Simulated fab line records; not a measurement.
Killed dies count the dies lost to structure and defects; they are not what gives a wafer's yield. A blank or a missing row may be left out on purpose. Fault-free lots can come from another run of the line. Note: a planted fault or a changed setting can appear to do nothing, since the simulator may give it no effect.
fab line records ; flow nand_harc
record lots=6; wafers=18; last_day=32
route steps=1302 shown A_BLC@1130 A_M0@1137 END@1302
lots that met no fault: from a run of the same line without faults
start_h: hours from the record's opening day to when the first of the lot's shown wafers began ; wait_h: hours elapsed since this lot's preceding step ; " identical to the entry in the row above ; L1.1+2: several wafers, shown together as one row ; - no value present, or no start provided ; * or withheld: withheld ; < > ~ a bound
route shown NAME@n: a module of which the file shows steps, and the number in the route of the first ; usual: mean/standard deviation of fault-free wafers ; same: alike in all rows ; chamber/n: place in a boat ; sites: each site's reading ; _std_site: their standard deviation ; _edge_site: mean of outer sites minus mean of inner sites ; radius_mm: for every site, how far away it sits from the centre of the wafer ; mask NAME#n: copy n ; behind: the tool/chamber that last shaped the wafer ; hold: what put the lot on hold/how long, in hours/how the hold closed ; device: the transistor (n, p or np) that didn't switch ; end of line: the route-end tests of the same wafers ; a step without rows: its recipe alone ; killed: not the wafer's yield, but the dies lost to structure and defects at the first sort ; map: a wafer's dies, x killed, . not, _ none there
set.NAME: the setting that was run; set.NAME@STEP: the one run at that earlier step ; model.NAME: the simulator's own value behind a step, which no gauge read
lots at selected steps of the route; one table per step, one row per wafer
services: the hour from which a tool's chamber was out of use, counted from the record's first day as start_h (under 0 if before that day), plus the number of hours and why
## steps
# step NHARC_A_BLC_PVD_32
# recipe target_thk_a=50; chamber_pressure_pa=5; power_w=5000; substrate_temp_c=200; time_s=17.7; material=Ti
# usual throttle_valve_pct=29.9/1.3
lot.wafer;tool;chamber;start_h;wait_h;throttle_valve_pct
L507.2;pvd_sputter-02;-;-;-;28.8
L507.3;pvd_sputter-02;-;-;-;30.4
L507.6;pvd_sputter-02;-;-;-;29.0
L510.4;pvd_sputter-01;-;-;-;27.5
L510.2;pvd_sputter-01;-;-;-;30.6
L510.6;pvd_sputter-01;-;-;-;27.8
L515.1;pvd_sputter-02;-;-;-;30.6
L515.3;pvd_sputter-02;-;-;-;29.8
L515.4;pvd_sputter-02;-;-;-;28.7
L524.3;pvd_sputter-01;-;-;-;28.6
L524.2;pvd_sputter-01;-;-;-;30.5
L524.1;pvd_sputter-01;-;-;-;26.9
L526.4;pvd_sputter-01;-;-;-;28.8
L526.3;pvd_sputter-01;-;-;-;27.0
L526.5;pvd_sputter-01;-;-;-;28.8
L525.1;pvd_sputter-02;-;-;-;30.2
L525.4;pvd_sputter-02;-;-;-;28.8
L525.3;pvd_sputter-02;-;-;-;30.6
# step NHARC_A_BLC_ALD_23
# recipe target_thk_a=30; pulse_time_s=1; ald_cycles=150; temp_c=450; material=TiN
# usual heater_power_w=1082/110; precursor_pulse_height_rel=1.000/0.022
lot.wafer;tool;chamber;start_h;wait_h;heater_power_w;precursor_pulse_height_rel
L507.3;ald_metal-03;1;530.20;-;1183;1.025
L507.2;ald_metal-03;3;530.20;-;1208;0.995
L507.6;ald_metal-03;1;530.20;-;1170;0.993
L510.4;ald_metal-04;2;577.41;-;1002;1.011
L510.2;ald_metal-04;3;577.41;-;931;0.992
L510.6;ald_metal-04;2;577.41;-;1025;1.020
L515.4;ald_metal-03;0;633.33;-;1088;1.011
L515.3;ald_metal-03;1;633.33;-;1203;1.035
L515.1;ald_metal-03;3;633.33;-;1139;1.048
L524.3;ald_metal-03;0;710.26;-;1106;0.998
L524.1;ald_metal-03;1;710.26;-;1210;0.980
L524.2;ald_metal-03;2;710.26;-;1227;1.025
L526.3;ald_metal-04;2;726.84;-;974;0.992
L526.4;ald_metal-04;3;726.84;-;914;0.990
L526.5;ald_metal-04;3;726.84;-;941;1.018
L525.4;ald_metal-01;2;727.18;-;1078;0.994
L525.3;ald_metal-01;3;727.18;-;1134;0.977
L525.1;ald_metal-01;0;727.18;-;1245;0.979
# step NHARC_A_BLC_CVD_24
# recipe target_thk_a=1500; temp_c=300; pressure_torr=40; wf6_flow_sccm=40; h2_flow_sccm=1600; ar_flow_sccm=1560; time_s=434; material=W
# usual chamber_pressure_Torr=40.00/0.095; heater_power_w=449/36; throttle_valve_pct=8.06/0.24
lot.wafer;tool;chamber;start_h;wait_h;chamber_pressure_Torr;heater_power_w;throttle_valve_pct
L507.2;cvd_w-02;0;-;-;39.93;459;8.38
L507.3;cvd_w-02;0;-;-;40.13;467;8.40
L507.6;cvd_w-02;1;-;-;39.95;449;7.69
L510.2;cvd_w-01;1;-;-;39.92;452;7.77
L510.4;cvd_w-01;1;-;-;40.03;483;8.08
L510.6;cvd_w-01;0;-;-;39.86;390;7.70
L515.1;cvd_w-02;1;-;-;39.89;444;7.90
L515.3;cvd_w-02;0;-;-;39.96;471;8.83
L515.4;cvd_w-02;1;-;-;40.03;463;8.09
L524.1;cvd_w-01;1;-;-;40.11;483;7.70
L524.2;cvd_w-01;0;-;-;40.18;384;7.58
L524.3;cvd_w-01;1;-;-;40.03;483;7.90
L526.3;cvd_w-01;1;-;-;39.97;491;7.88
L526.4;cvd_w-01;0;-;-;40.13;398;7.97
L526.5;cvd_w-01;0;-;-;40.03;398;7.99
L525.1;cvd_w-02;1;-;-;40.15;431;8.12
L525.4;cvd_w-02;0;-;-;39.95;462;8.00
L525.3;cvd_w-02;1;-;-;39.97;433;8.04
# step NHARC_A_BLC_CMP_25
# recipe t_overpolish_s=30; target_thk_nm=150
# usual motor_current_A=12.2/1.1; overpolish_run_s=30.000/0.0097; time_to_endpoint_s=29.8/2.6
lot.wafer;tool;chamber;start_h;wait_h;motor_current_A;overpolish_run_s;time_to_endpoint_s
L507.2;cmp-01;0;530.96;0.5;10.8;29.995;26.6
L507.3;cmp-01;1;530.96;0.5;11.8;29.991;26.8
L507.6;cmp-01;2;530.96;0.5;11.1;29.988;26.5
L510.2;cmp-04;1;578.14;0.4;13.6;30.001;28.5
L510.4;cmp-04;3;578.14;0.4;11.7;30.004;28.0
L510.6;cmp-04;2;578.14;0.4;12.4;30.000;29.2
L515.4;cmp-01;0;634.07;0.2;11.0;30.002;25.4
L515.1;cmp-01;1;634.07;0.2;11.6;29.984;25.5
L515.3;cmp-01;2;634.07;0.2;10.7;30.006;24.3
L524.2;cmp-01;3;710.97;0.4;12.7;30.003;31.8
L524.3;cmp-01;0;710.97;0.4;11.5;29.995;29.8
L524.1;cmp-01;2;710.97;0.4;10.5;30.001;32.3
L526.3;cmp-02;1;727.58;0.3;12.0;29.992;32.2
L526.4;cmp-02;2;727.58;0.3;11.3;29.988;34.4
L526.5;cmp-02;1;727.58;0.3;11.5;29.983;32.8
L525.4;cmp-04;2;727.93;0.3;13.1;29.987;32.9
L525.1;cmp-04;3;727.93;0.3;11.5;30.007;31.7
L525.3;cmp-04;0;727.93;0.3;11.0;29.989;32.4
# step NHARC_A_BLC_SRD_27
# step NHARC_A_BLC_INSPECT_28
# usual raw_defect_count=515/140
lot.wafer;tool;chamber;start_h;wait_h;raw_defect_count
L507.2;defect_inspect-02;-;531.32;0.1;476
L507.3;defect_inspect-02;-;531.32;0.1;509
L507.6;defect_inspect-02;-;531.32;0.1;516
L510.2;defect_inspect-01;-;578.54;0.1;501
L510.4;defect_inspect-01;-;578.54;0.1;518
L510.6;defect_inspect-01;-;578.54;0.1;430
L515.1;defect_inspect-02;-;634.47;0.1;457
L515.3;defect_inspect-02;-;634.47;0.1;354
L515.4;defect_inspect-02;-;634.47;0.1;384
L524.1;defect_inspect-02;-;711.37;0.1;514
L524.2;defect_inspect-02;-;711.37;0.1;609
L524.3;defect_inspect-02;-;711.37;0.1;392
L526.3;defect_inspect-01;-;727.98;0.1;346
L526.4;defect_inspect-01;-;727.98;0.1;381
L526.5;defect_inspect-01;-;727.98;0.1;486
L525.1;defect_inspect-02;-;728.31;0.1;471
L525.3;defect_inspect-02;-;728.31;0.1;416
L525.4;defect_inspect-02;-;728.31;0.1;388
# step NHARC_A_M0_DEP_00
# recipe target_thk_a=1500; target_thk_nm=150; temp_c=withheld; pressure_torr=5; flow_sccm=200; rf_w=600; material=SiOC
# step NHARC_A_M0_DEHYDRATE_01
# recipe temp_c=150; time_s=120
# step NHARC_A_M0_HMDS_02
# recipe time_s=30
# step NHARC_A_M0_COAT_33
# recipe temp_c=200; time_s=65
# step NHARC_A_M0_COAT_03
# recipe spin_rpm=1500; resist_thk_nm=90
# step NHARC_A_M0_SOFTBAKE_04
# recipe temp_c=105; time_s=55
# usual heater_power_total_W=188.44/0.13; plate_temp_C=105.00/0.14
lot.wafer;tool;chamber;start_h;wait_h;heater_power_total_W;plate_temp_C
L507.2;litho_track-04;0;531;-;188.27;105.19
L507.3;litho_track-04;0;531;-;188.50;105.04
L507.6;litho_track-04;0;531;-;188.42;105.07
L510.2;litho_track-06;0;579;-;188.38;105.15
L510.4;litho_track-06;0;579;-;188.40;104.98
L510.6;litho_track-06;0;579;-;188.39;105.14
L515.1;litho_track-01;0;635;-;188.26;105.09
L515.3;litho_track-01;0;635;-;188.44;105.20
L515.4;litho_track-01;0;635;-;188.75;104.95
L524.1;litho_track-01;0;711;-;191.21;105.11
L524.2;litho_track-01;0;711;-;191.44;104.91
L524.3;litho_track-01;0;711;-;191.15;104.87
L526.3;litho_track-01;0;728;-;191.40;104.89
L526.4;litho_track-01;0;728;-;191.03;105.05
L526.5;litho_track-01;0;728;-;191.19;105.10
L525.1;litho_track-06;0;728;-;188.78;104.86
L525.3;litho_track-06;0;728;-;188.44;104.79
L525.4;litho_track-06;0;728;-;188.45;104.87
# step NHARC_A_M0_EBR_05
# step NHARC_END_SORT_01
# recipe temp_c=25
# usual defect_limited_yield=90.5/2.8; killed_at_array=59/19; killed_at_other=1.0/1.1; killed_at_periphery=3.8/2.4; killed_dies=64/19; killed_open=3.3/2; killed_short=2.4/1.6
# same gross_dies=677
lot.wafer;tool;chamber;start_h;wait_h;defect_limited_yield[%];killed_at_array;killed_at_other;killed_at_periphery;killed_dies;killed_open;killed_short
L507.2;prober-01;0;572.17;2.8;92.2;50;0;3;53;4;1
L507.3;prober-01;0;572.96;3.1;92.5;47;0;4;51;2;1
L507.6;prober-01;0;575.33;3.9;90.5;62;1;1;64;2;1
L524.1;prober-02;0;753.33;2.5;94.7;34;1;1;36;1;4
L524.2;prober-02;0;754.14;2.8;92.6;46;2;2;50;9;1
L524.3;prober-02;0;754.94;3.1;95.4;25;0;6;31;2;2
L525.1;prober-02;0;775.17;2.5;90.1;62;1;4;67;6;3
L525.3;prober-02;0;776.79;3.1;88.8;68;1;7;76;4;1
L525.4;prober-02;0;777.59;3.4;90.4;56;0;9;65;2;0
# killed by level:class
L507.2 A_CHANNEL_HOLE_D1:chamber_film_flake=34 A_CHANNEL_HOLE_D2:chamber_film_flake=5 A_STAIRCASE:chamber_film_flake=5 P_M2:geometric_particle:open=1 A_ONON_D2:geometric_particle:short=1 A_CHANNEL_FILL_D2:geometric_particle:open=1 A_SGD_CUT:geometric_particle:open=1 A_M0:geometric_particle:open=1
L507.3 A_CHANNEL_HOLE_D1:chamber_film_flake=26 A_CHANNEL_HOLE_D2:chamber_film_flake=14 P_BONDPAD:chamber_film_flake=2 A_CHANNEL_FILL_D1:chamber_film_flake=2 P_M2:geometric_particle:open=1 A_CHANNEL_FILL_D1:geometric_particle:short=1 A_CHANNEL_FILL_D2:geometric_particle:open=1 P_ZERO_WELL:chamber_film_flake=1
L507.6 A_CHANNEL_HOLE_D1:chamber_film_flake=41 A_CHANNEL_HOLE_D2:chamber_film_flake=9 A_STAIRCASE:chamber_film_flake=3 A_WL_FILL:chamber_film_flake=2 A_CHANNEL_HOLE_D1:geometric_particle:short=1 A_DECK1_JOINT:geometric_particle:open=1 A_M0:geometric_particle:open=1 P_BONDPAD:chamber_film_flake=1
L524.1 A_CHANNEL_HOLE_D1:chamber_film_flake=12 A_SLIT:chamber_film_flake=6 A_CHANNEL_FILL_D1:chamber_film_flake=4 A_CHANNEL_HOLE_D2:chamber_film_flake=3 A_STAIRCASE:chamber_film_flake=2 A_ONON_D1:geometric_particle:short=1 A_CHANNEL_FILL_D1:geometric_particle:short=1 A_CHANNEL_FILL_D2:geometric_particle:short=1
L524.2 A_CHANNEL_HOLE_D1:chamber_film_flake=13 A_CHANNEL_HOLE_D2:chamber_film_flake=8 A_STAIRCASE:chamber_film_flake=4 A_CONTACT:chamber_film_flake=4 A_DECK1_JOINT:geometric_particle:open=3 A_CHANNEL_FILL_D1:chamber_film_flake=3 A_SLIT:chamber_film_flake=3 A_CHANNEL_FILL_D1:geometric_particle:open=1
L524.3 A_CHANNEL_HOLE_D1:chamber_film_flake=10 A_SLIT:chamber_film_flake=6 A_CHANNEL_HOLE_D2:chamber_film_flake=5 P_GATE:chamber_film_flake=3 A_WL_FILL:geometric_particle:short=2 P_BONDPAD:chamber_film_flake=2 P_GATE:geometric_particle:open=1 A_CONTACT:geometric_particle:open=1
L525.1 A_CHANNEL_HOLE_D2:chamber_film_flake=23 A_CHANNEL_HOLE_D1:chamber_film_flake=13 A_SLIT:chamber_film_flake=8 A_CONTACT:chamber_film_flake=7 P_STI:chamber_film_flake=3 A_CHANNEL_HOLE_D1:geometric_particle:open=2 A_ONON_D2:geometric_particle:open=2 A_DECK1_JOINT:chamber_film_flake=2
L525.3 A_CHANNEL_HOLE_D2:chamber_film_flake=30 A_CHANNEL_HOLE_D1:chamber_film_flake=12 A_SLIT:chamber_film_flake=12 P_M1:chamber_film_flake=5 A_CONTACT:chamber_film_flake=5 A_CHANNEL_FILL_D2:chamber_film_flake=3 A_STAIRCASE:chamber_film_flake=2 P_M0:geometric_particle:open=1
L525.4 A_CHANNEL_HOLE_D2:chamber_film_flake=23 A_SLIT:chamber_film_flake=10 A_CHANNEL_HOLE_D1:chamber_film_flake=7 A_CONTACT:chamber_film_flake=7 P_M1:chamber_film_flake=5 A_CHANNEL_FILL_D2:chamber_film_flake=4 A_STAIRCASE:chamber_film_flake=3 P_STI:chamber_film_flake=2
## services
tool;chamber;start_h;hours;kind
cmp-04;-;518.93;0.5;repair
cmp-04;-;526.21;3.8;repair
litho_track-06;-;529.00;7.0;pm
cvd_w-01;-;547.00;13.0;pm
cmp-01;-;556.14;4.3;repair
ald_metal-03;-;568.00;10.0;pm
cmp-01;-;577.50;4.0;pm
cvd_w-02;1;584.94;2.1;repair
cmp-04;-;589.56;1.7;repair
cvd_w-01;-;594.81;0.6;repair
cmp-04;-;602.02;4.0;pm
pvd_sputter-01;-;627.86;10.0;pm
cvd_w-02;-;635.86;13.0;pm
pvd_sputter-02;-;639.76;10.0;pm
cmp-01;-;661.05;9.4;repair
ald_metal-03;3;671.03;27.2;repair
cmp-01;-;675.50;4.0;pm
ald_metal-03;1;677.15;8.2;repair
litho_track-01;-;680.00;7.0;pm
pvd_sputter-02;-;682.33;3.9;repair
cvd_w-02;0;699.67;5.0;repair
ald_metal-03;1;704.13;5.2;repair
ald_metal-03;0;714.71;19.4;repair
cvd_w-01;-;728.00;13.0;pm
## key
first_sign step=NHARC_A_M0_SOFTBAKE_04; reading=heater_power_total_W; direction=up; sigmas=21; usual=*; struck=*
effect none on later readings
met_at NHARC_A_M0_SOFTBAKE_04
struck_wafers L524.1,L524.2,L524.3,L526.3,L526.4,L526.5
onset_between 635 711
fault kind=process_parameter_drift; tool=litho_track-01; chamber=-; onset_h=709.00; steps=NHARC_A_M0_SOFTBAKE_04; channel=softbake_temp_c; offset=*; shape=step; end_h=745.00; acts_in=*; stated=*
